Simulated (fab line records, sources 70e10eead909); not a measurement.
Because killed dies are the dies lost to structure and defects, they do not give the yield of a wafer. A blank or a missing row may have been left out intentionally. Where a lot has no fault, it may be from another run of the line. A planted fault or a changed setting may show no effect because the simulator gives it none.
fab line records	flow nand-harc
record lots=6	wafers=18	last-day=24
route steps=1159 shown P_CONTACT@246 P_M0@253 END@1159
lots untouched by any fault: they come from a run of this same line in which no faults occurred
start-h: start of the lot's first displayed wafer, in hours after the record's first day	wait-h: hours from the lot's prior step to this one	" same as the row above	L1.1+2: several wafers, shown together as one row	- no value present, or no start provided	* or withheld: withheld	< > ~ a bound
route shown NAME@n: names a module that has steps shown in the file, with the first one's number in the route	usual: mean and standard deviation over wafers with no fault	same: alike in all rows	chamber/n: place in a boat	sites: the reading at each site	_std_site: standard deviation across them	_edge_site: outer sites' mean less inner sites'	radius-mm: for every site, how far away it sits from the centre of the wafer	mask NAME#n: copy n	behind: tool/chamber where the wafer was last shaped	hold: cause of the lot's hold/its duration in hours/its outcome	device: transistor that didn't switch, given as n, p or np	end of line: tests of these same wafers at the route's end	step lacking rows: just its recipe	killed: not the wafer's yield, but the dies lost to structure and defects at the first sort	map: the dies of a wafer, with x for killed, . for not killed, _ for no die there
set.NAME: the setting as run; set.NAME@STEP: as run at that earlier step	model.NAME: the simulator's own value behind a step, which no gauge read
lots seen at some steps along the route; tables by step, rows by wafer
services: when a tool's chamber went out of use (start-h, in hours from the record's first day, below 0 if earlier), for how many hours, and the reason
## steps
# step NHARC_P_CONTACT_PVD_32
# recipe target-thk-a=50	chamber-pressure-pa=5	power-w=5000	substrate-temp-c=200	time-s=17.7	material=Ti
# usual chamber-pressure-pa=5.000/0.009	throttle-valve-pct=29.7/1.2
lot.wafer	tool	chamber	start-h	wait-h	chamber-pressure-pa	throttle-valve-pct
L348.3	pvd-sputter-02	-	-	-	4.997	29.1
L348.2	"	-	"	"	5.014	27.1
L348.6	"	-	"	"	4.979	30.4
L350.3	pvd-sputter-03	-	-	-	5.002	31.1
L350.1	"	-	"	"	5.010	29.5
L350.6	"	-	"	"	5.001	31.0
L358.3	pvd-sputter-01	-	-	-	5.009	31.6
L358.2	"	-	"	"	5.006	29.3
L358.6	"	-	"	"	5.004	31.2
L356.4	pvd-sputter-02	-	-	-	4.999	27.3
L356.3	"	-	"	"	4.988	29.2
L356.2	"	-	"	"	5.028	30.2
L364.4	pvd-sputter-02	-	-	-	4.986	28.4
L364.2	"	-	"	"	4.999	28.1
L364.5	"	-	"	"	4.997	28.6
L366.4	pvd-sputter-03	-	-	-	5.005	30.9
L366.3	"	-	"	"	4.995	28.5
L366.6	"	-	"	"	5.003	31.0
# step NHARC_P_CONTACT_ALD_22
# recipe target-thk-a=30	pulse-time-s=1	ald-cycles=150	temp-c=450	material=TiN
# usual heater-power-w=1072/110	precursor-pulse-height-rel=0.999/0.019
lot.wafer	tool	chamber	start-h	wait-h	heater-power-w	precursor-pulse-height-rel
L348.2	ald-metal-03	3	132.73	-	1274	1.002
L348.3	"	0	"	"	1065	0.999
L348.6	"	3	"	"	1268	1.007
L350.3	ald-metal-02	0	147.37	-	980	1.016
L350.1	"	1	"	"	1128	0.998
L350.6	"	2	"	"	948	0.984
L358.3	ald-metal-04	2	187.08	-	1144	0.999
L358.2	"	3	"	"	937	1.011
L358.6	"	2	"	"	1172	0.968
L356.4	ald-metal-04	0	190.26	-	989	1.024
L356.3	"	2	"	"	1155	1.012
L356.2	"	3	"	"	896	0.985
L364.4	ald-metal-03	1	228.86	-	1123	0.990
L364.2	"	3	"	"	1235	1.012
L364.5	"	2	"	"	1122	0.990
L366.4	ald-metal-02	3	240.43	-	1088	0.992
L366.3	"	0	"	"	918	0.994
L366.6	"	2	"	"	927	0.999
# step NHARC_P_CONTACT_CVD_23
# recipe target-thk-a=2000	temp-c=300	pressure-torr=40	wf6-flow-sccm=40	h2-flow-sccm=1600	ar-flow-sccm=1560	time-s=557	material=W
# usual heater-power-w=453/24	throttle-valve-pct=7.88/0.2
lot.wafer	tool	chamber	start-h	wait-h	heater-power-w	throttle-valve-pct
L348.2	cvd-w-02	1	-	-	416	8.03
L348.3	"	0	"	"	486	8.06
L348.6	"	0	"	"	459	7.85
L350.1	cvd-w-02	1	-	-	425	8.17
L350.3	"	1	"	"	414	7.83
L350.6	"	1	"	"	419	8.05
L358.2	cvd-w-02	0	-	-	469	7.95
L358.3	"	0	"	"	467	7.87
L358.6	"	1	"	"	415	8.17
L356.2	cvd-w-01	1	-	-	490	7.67
L356.3	"	1	"	"	483	7.66
L356.4	"	0	"	"	448	7.68
L364.2	cvd-w-02	1	-	-	431	7.97
L364.4	"	1	"	"	429	8.21
L364.5	"	0	"	"	462	7.94
L366.3	cvd-w-02	1	-	-	432	8.00
L366.4	"	0	"	"	456	7.59
L366.6	"	0	"	"	470	7.90
# step NHARC_P_CONTACT_CMP_24
# recipe t-overpolish-s=30	target-thk-nm=200
# usual motor-current-A=12.1/1.2	overpolish-run-s=29.999/0.0086	time-to-endpoint-s=41/4.3
# same t-overpolish-s=30
lot.wafer	tool	chamber	start-h	wait-h	motor-current-A	overpolish-run-s	time-to-endpoint-s
L348.2	cmp-01	0	139.40	0.5	12.6	29.993	44
L348.3	"	2	"	"	10.5	29.996	44
L348.6	"	0	"	"	12.5	29.995	43
L350.3	cmp-04	3	148.57	0.4	10.8	30.003	41
L350.1	"	1	"	"	11.7	30.001	36
L350.6	"	3	"	"	11.3	29.989	42
L358.2	cmp-01	2	187.93	0.5	10.7	29.994	46
L358.3	"	0	"	"	12.2	30.006	42
L358.6	"	3	"	"	11.3	29.994	38
L356.4	cmp-01	2	193.95	0.3	10.2	29.998	47
L356.3	"	3	"	"	11.5	30.007	41
L356.2	"	1	"	"	10.8	30.013	43
L364.4	cmp-04	0	233.52	0.4	13.8	30.001	46
L364.2	"	2	"	"	13.5	29.993	39
L364.5	"	0	"	"	12.7	29.988	48
L366.4	cmp-04	0	241.27	0.3	13.4	30.014	50
L366.3	"	2	"	"	13.5	29.994	40
L366.6	"	1	"	"	11.7	29.996	39
# step NHARC_P_CONTACT_SRD_26
# step NHARC_P_CONTACT_INSPECT_27
# usual raw-defect-count=351/150
lot.wafer	tool	chamber	start-h	wait-h	raw-defect-count
L348.2	defect-inspect-02	-	139.78	0.1	372
L348.3	"	-	"	"	413
L348.6	"	-	"	"	150
L350.1	defect-inspect-02	-	148.95	0.1	466
L350.3	"	-	"	"	577
L350.6	"	-	"	"	403
L358.2	defect-inspect-01	-	188.34	0.1	176
L358.3	"	-	"	"	364
L358.6	"	-	"	"	323
L356.2	defect-inspect-01	-	194.35	0.1	250
L356.3	"	-	"	"	228
L356.4	"	-	"	"	321
L364.2	defect-inspect-02	-	233.90	0.1	176
L364.4	"	-	"	"	102
L364.5	"	-	"	"	151
L366.3	defect-inspect-02	-	241.68	0.1	300
L366.4	"	-	"	"	265
L366.6	"	-	"	"	490
# step NHARC_P_M0_DEP_00
# recipe target-thk-a=1500	target-thk-nm=150	temp-c=withheld	pressure-torr=5	flow-sccm=200	rf-w=600	material=SiOC
# step NHARC_P_M0_DEHYDRATE_01
# recipe temp-c=150	time-s=120
# step NHARC_P_M0_HMDS_02
# recipe time-s=30
# step NHARC_P_M0_COAT_33
# recipe temp-c=200	time-s=65
# step NHARC_P_M0_COAT_03
# recipe spin-rpm=1500	resist-thk-nm=90
# step NHARC_P_M0_SOFTBAKE_04
# recipe temp-c=105	time-s=55
# usual heater-power-total-W=188.45/0.14	plate-temp-C=104.99/0.12
lot.wafer	tool	chamber	start-h	wait-h	heater-power-total-W	plate-temp-C
L348.2	litho-track-01	0	140	-	188.29	105.08
L348.3	"	0	"	"	188.47	104.92
L348.6	"	0	"	"	188.29	104.96
L350.1	litho-track-04	0	149	-	188.55	104.91
L350.3	"	0	"	"	188.43	105.04
L350.6	"	0	"	"	188.52	104.98
L358.2	litho-track-04	0	188	-	183.79	105.14
L358.3	"	0	"	"	183.73	105.09
L358.6	"	0	"	"	183.78	105.00
L356.2	litho-track-04	0	194	-	184.00	104.95
L356.3	"	0	"	"	184.03	105.08
L356.4	"	0	"	"	184.06	105.02
L364.2	litho-track-06	0	234	-	188.31	104.97
L364.4	"	0	"	"	188.63	104.91
L364.5	"	0	"	"	188.54	105.00
L366.3	litho-track-06	0	242	-	188.50	105.07
L366.4	"	0	"	"	188.30	104.99
L366.6	"	0	"	"	188.25	105.11
# step NHARC_P_M0_EBR_05
# step NHARC_END_SORT_01
# recipe temp-c=25
# usual defect-limited-yield=95.1/1.5	killed-at-array=29/10	killed-at-other=0.7/1	killed-at-periphery=3.7/2.6	killed-dies=33/10	killed-open=3.4/1.8	killed-short=1.8/1.3	sort_bin_2_pct=1.5/0.64	sort_bin_3_pct=0.29/0.24	sort_bin_4_pct=3.1/0.95	sort-n-pass=644/10	sort-rim-yield-pct=96.9/2.6	sort-yield-pct=95.1/1.5
# same gross-dies=677	sort_bin_5_pct[%]=0	sort_bin_6_pct[%]=0	sort_bin_7_pct[%]=0	sort_bin_8_pct[%]=0	sort-rim-n-gross=106.00
lot.wafer	tool	chamber	start-h	wait-h	defect-limited-yield[%]	killed-at-array	killed-at-other	killed-at-periphery	killed-dies	killed-open	killed-short	sort_bin_2_pct[%]	sort_bin_3_pct[%]	sort_bin_4_pct[%]	sort-n-pass	sort-rim-yield-pct[%]	sort-yield-pct[%]
L348.2	prober-02	0	449.53	2.8	96.5	22	1	1	24	3	2	0.7	0.30	2.5	653	99.1	96.5
L348.3	prober-02	0	450.31	3.1	96.8	18	0	4	22	3	4	1.2	0.30	1.8	655	97.2	96.8
L348.6	prober-02	0	452.67	3.9	96.3	24	0	1	25	5	1	1.3	0	2.4	652	99.1	96.3
L350.1	prober-01	0	471.38	2.5	96.9	17	0	4	21	5	3	0.7	0.30	2.1	656	98.1	96.9
L350.3	prober-01	0	472.99	3.1	97.0	11	1	8	20	5	2	0.6	0.30	2.1	657	99.1	97.0
L350.6	prober-01	0	475.42	4.0	96.3	20	0	5	25	5	0	1.2	0.30	2.2	652	97.2	96.3
L356.2	prober-01	0	515.19	2.8	95.3	29	0	3	32	0	1	1.3	0.74	2.7	645	93.4	95.3
L356.3	prober-01	0	515.99	3.1	94.8	32	1	2	35	4	3	1.8	0.15	3.2	642	98.1	94.8
L356.4	prober-01	0	516.80	3.4	93.1	41	0	6	47	3	3	2.2	0.44	4.3	630	90.6	93.1
L358.2	prober-02	0	536.69	2.8	93.9	38	0	3	41	2	1	2.1	0	4.0	636	98.1	93.9
L358.3	prober-02	0	537.49	3.1	94.1	38	0	2	40	6	2	1.8	0.44	3.7	637	98.1	94.1
L358.6	prober-02	0	539.89	4.0	94.8	31	0	4	35	2	2	1.5	0.59	3.1	642	92.5	94.8
L364.2	prober-01	0	552.31	2.8	95.1	28	0	5	33	0	1	2.2	0.30	2.4	644	94.3	95.1
L364.4	prober-01	0	553.91	3.4	93.9	36	0	5	41	1	1	1.6	0.30	4.1	636	99.1	93.9
L364.5	prober-01	0	554.71	3.7	94.8	31	0	4	35	2	2	1.6	0.44	3.1	642	89.6	94.8
L366.3	prober-02	0	568.70	3.1	96.2	21	2	3	26	4	0	0.9	0.15	2.8	651	100.0	96.2
L366.4	prober-02	0	569.50	3.4	95.1	32	0	1	33	2	3	2.1	0.30	2.5	644	98.1	95.1
L366.6	prober-02	0	571.12	4.0	93.6	38	3	2	43	1	3	1.8	0.74	3.8	634	99.1	93.6
# killed by level:class
L348.2 A_SLIT:chamber-film-flake=10 A_STAIRCASE:chamber-film-flake=6 A_CHANNEL_FILL_D1:geometric-particle:open=1 A_SGD_CUT:geometric-particle:short=1 A_SGD_CUT:geometric-particle:open=1 A_CONTACT:geometric-particle:short=1 STARTING-WAFER:geometric-particle:open=1 P_GATE:chamber-film-flake=1
L348.3 A_SLIT:chamber-film-flake=8 A_STAIRCASE:chamber-film-flake=2 A_ZERO_WELL:chamber-film-flake=2 A_CHANNEL_HOLE_D1:chamber-film-flake=2 P_GATE:geometric-particle:open=1 P_CONTACT:geometric-particle:short=1 P_M0:geometric-particle:open=1 A_CHANNEL_FILL_D1:geometric-particle:open=1
L348.6 A_SLIT:chamber-film-flake=11 A_STAIRCASE:chamber-film-flake=3 A_CHANNEL_HOLE_D1:chamber-film-flake=2 A_BLC:chamber-film-flake=2 P_M0:geometric-particle:open=1 A_ONON_D1:geometric-particle:open=1 A_CHANNEL_FILL_D1:geometric-particle:open=1 A_SGD_CUT:geometric-particle:open=1
L350.1 A_CHANNEL_HOLE_D1:chamber-film-flake=4 A_SLIT:chamber-film-flake=3 P_ZERO_WELL:chamber-film-flake=2 P_GATE:geometric-particle:open=1 A_SOURCE_PLATE:geometric-particle:open=1 A_CHANNEL_HOLE_D1:geometric-particle:open=1 A_CHANNEL_FILL_D1:geometric-particle:open=1 A_CHANNEL_FILL_D1:geometric-particle:short=1
L350.3 A_SLIT:chamber-film-flake=5 P_STI:chamber-film-flake=3 A_STAIRCASE:chamber-film-flake=3 P_CONTACT:geometric-particle:open=2 A_CONTACT:chamber-film-flake=2 P_STI:geometric-particle:short=1 P_GATE:geometric-particle:open=1 P_M0:geometric-particle:open=1
L350.6 A_SLIT:chamber-film-flake=12 P_STI:chamber-film-flake=2 P_M1:chamber-film-flake=2 A_STAIRCASE:chamber-film-flake=2 P_M0:geometric-particle:open=1 A_CHANNEL_HOLE_D1:geometric-particle:open=1 A_SGD_CUT:geometric-particle:open=1 A_CONTACT:geometric-particle:open=1
L356.2 A_CHANNEL_HOLE_D1:chamber-film-flake=16 A_STAIRCASE:chamber-film-flake=8 A_WL_FILL:chamber-film-flake=2 A_CHANNEL_FILL_D1:geometric-particle:short=1 P_ZERO_WELL:chamber-film-flake=1 P_STI:chamber-film-flake=1 P_GATE:chamber-film-flake=1 A_CHANNEL_FILL_D1:chamber-film-flake=1
L356.3 A_CHANNEL_HOLE_D1:chamber-film-flake=15 A_STAIRCASE:chamber-film-flake=5 A_CONTACT:chamber-film-flake=4 A_ONON_D1:geometric-particle:short=2 A_CONTACT:geometric-particle:open=2 A_WL_FILL:chamber-film-flake=2 P_M0:geometric-particle:open=1 A_WL_FILL:geometric-particle:short=1
L356.4 A_STAIRCASE:chamber-film-flake=17 A_CHANNEL_HOLE_D1:chamber-film-flake=15 P_ZERO_WELL:chamber-film-flake=3 A_CONTACT:chamber-film-flake=3 P_CONTACT:geometric-particle:short=1 P_CONTACT:geometric-particle:open=1 A_CHANNEL_FILL_D1:geometric-particle:short=1 A_SGD_CUT:geometric-particle:open=1
L358.2 A_CHANNEL_HOLE_D1:chamber-film-flake=14 A_SLIT:chamber-film-flake=12 A_STAIRCASE:chamber-film-flake=4 A_CONTACT:chamber-film-flake=4 P_M1:chamber-film-flake=2 A_WL_FILL:chamber-film-flake=2 P_M0:geometric-particle:open=1 A_ONON_D1:geometric-particle:short=1
L358.3 A_CHANNEL_HOLE_D1:chamber-film-flake=17 A_SLIT:chamber-film-flake=11 A_STAIRCASE:chamber-film-flake=3 P_M0:geometric-particle:open=1 A_ONON_D1:geometric-particle:open=1 A_ONON_D1:geometric-particle:short=1 A_CHANNEL_HOLE_D1:geometric-particle:open=1 A_CHANNEL_FILL_D1:geometric-particle:open=1
L358.6 A_CHANNEL_HOLE_D1:chamber-film-flake=14 A_SLIT:chamber-film-flake=9 A_CONTACT:chamber-film-flake=4 P_M1:chamber-film-flake=2 A_STAIRCASE:chamber-film-flake=2 P_CONTACT:geometric-particle:short=1 P_M1:geometric-particle:open=1 A_ONON_D1:geometric-particle:open=1
L364.2 A_CHANNEL_HOLE_D1:chamber-film-flake=13 A_CONTACT:chamber-film-flake=8 A_STAIRCASE:chamber-film-flake=7 P_CONTACT:chamber-film-flake=3 P_GATE:geometric-particle:short=1 P_ZERO_WELL:chamber-film-flake=1
L364.4 A_CHANNEL_HOLE_D1:chamber-film-flake=20 A_CONTACT:chamber-film-flake=10 A_STAIRCASE:chamber-film-flake=3 P_CONTACT:chamber-film-flake=2 A_CHANNEL_FILL_D1:chamber-film-flake=2 P_M0:geometric-particle:open=1 A_M1:geometric-particle:short=1 P_ZERO_WELL:chamber-film-flake=1
L364.5 A_CHANNEL_HOLE_D1:chamber-film-flake=13 A_CONTACT:chamber-film-flake=11 A_CONTACT:geometric-particle:open=2 P_STI:chamber-film-flake=2 A_STAIRCASE:chamber-film-flake=2 P_CONTACT:geometric-particle:short=1 A_CONTACT:geometric-particle:short=1 P_CONTACT:chamber-film-flake=1
L366.3 A_SLIT:chamber-film-flake=10 A_CHANNEL_HOLE_D1:chamber-film-flake=3 A_SGD_CUT:chamber-film-flake=2 A_WL_FILL:chamber-film-flake=2 A_CONTACT:chamber-film-flake=2 THIN_TSV:chamber-film-flake=2 P_M0:geometric-particle:open=1 P_M1:geometric-particle:open=1
L366.4 A_SLIT:chamber-film-flake=15 A_CHANNEL_HOLE_D1:chamber-film-flake=10 A_CONTACT:geometric-particle:short=2 A_WL_FILL:chamber-film-flake=2 P_M0:geometric-particle:short=1 A_CHANNEL_FILL_D1:geometric-particle:open=1 A_M0:geometric-particle:open=1 A_STAIRCASE:chamber-film-flake=1
L366.6 A_SLIT:chamber-film-flake=24 A_CHANNEL_HOLE_D1:chamber-film-flake=7 A_WL_FILL:geometric-particle:short=2 A_SGD_CUT:chamber-film-flake=2 A_CONTACT:chamber-film-flake=2 A_CONTACT:geometric-particle:open=1 STARTING-WAFER:geometric-particle:short=1 P_GATE:chamber-film-flake=1
## services
tool	chamber	start-h	hours	kind
cvd-w-01	-	111.86	13.0	pm
litho-track-06	-	117.00	7.0	pm
ald-metal-02	3	135.56	2.2	repair
litho-track-04	-	141.00	7.0	pm
ald-metal-03	-	144.00	10.0	pm
pvd-sputter-02	-	148.48	3.7	repair
cvd-w-02	-	148.95	0.7	repair
cvd-w-02	-	155.43	1.5	repair
cmp-01	-	158.02	2.4	repair
cvd-w-02	0	162.86	12.0	repair
cmp-04	-	164.84	4.5	repair
cmp-01	-	168.16	0.5	repair
pvd-sputter-03	-	176.10	4.3	repair
cmp-01	-	179.64	4.0	pm
pvd-sputter-03	-	184.20	6.2	repair
ald-metal-02	-	186.00	10.0	pm
cmp-04	-	195.17	0.2	repair
cvd-w-02	-	195.95	13.0	pm
cmp-04	-	203.00	4.0	pm
pvd-sputter-02	-	214.00	10.0	pm
cmp-01	-	223.67	3.0	repair
ald-metal-04	-	228.00	10.0	pm
cvd-w-02	-	241.38	1.6	repair
pvd-sputter-02	-	241.48	1.1	repair
## key
first-sign step=NHARC_P_M0_SOFTBAKE_04	reading=heater-power-total-W	direction=down	sigmas=33	usual=*	struck=*
effect none on later readings
met-at NHARC_P_M0_SOFTBAKE_04
struck-wafers L356.2,L356.3,L356.4,L358.2,L358.3,L358.6
onset-between 149 188
fault kind=process-parameter-drift	tool=litho-track-04	chamber=-	onset-h=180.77	steps=NHARC_P_M0_SOFTBAKE_04	channel=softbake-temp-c	offset=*	shape=step	end-h=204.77	acts-in=*	stated=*
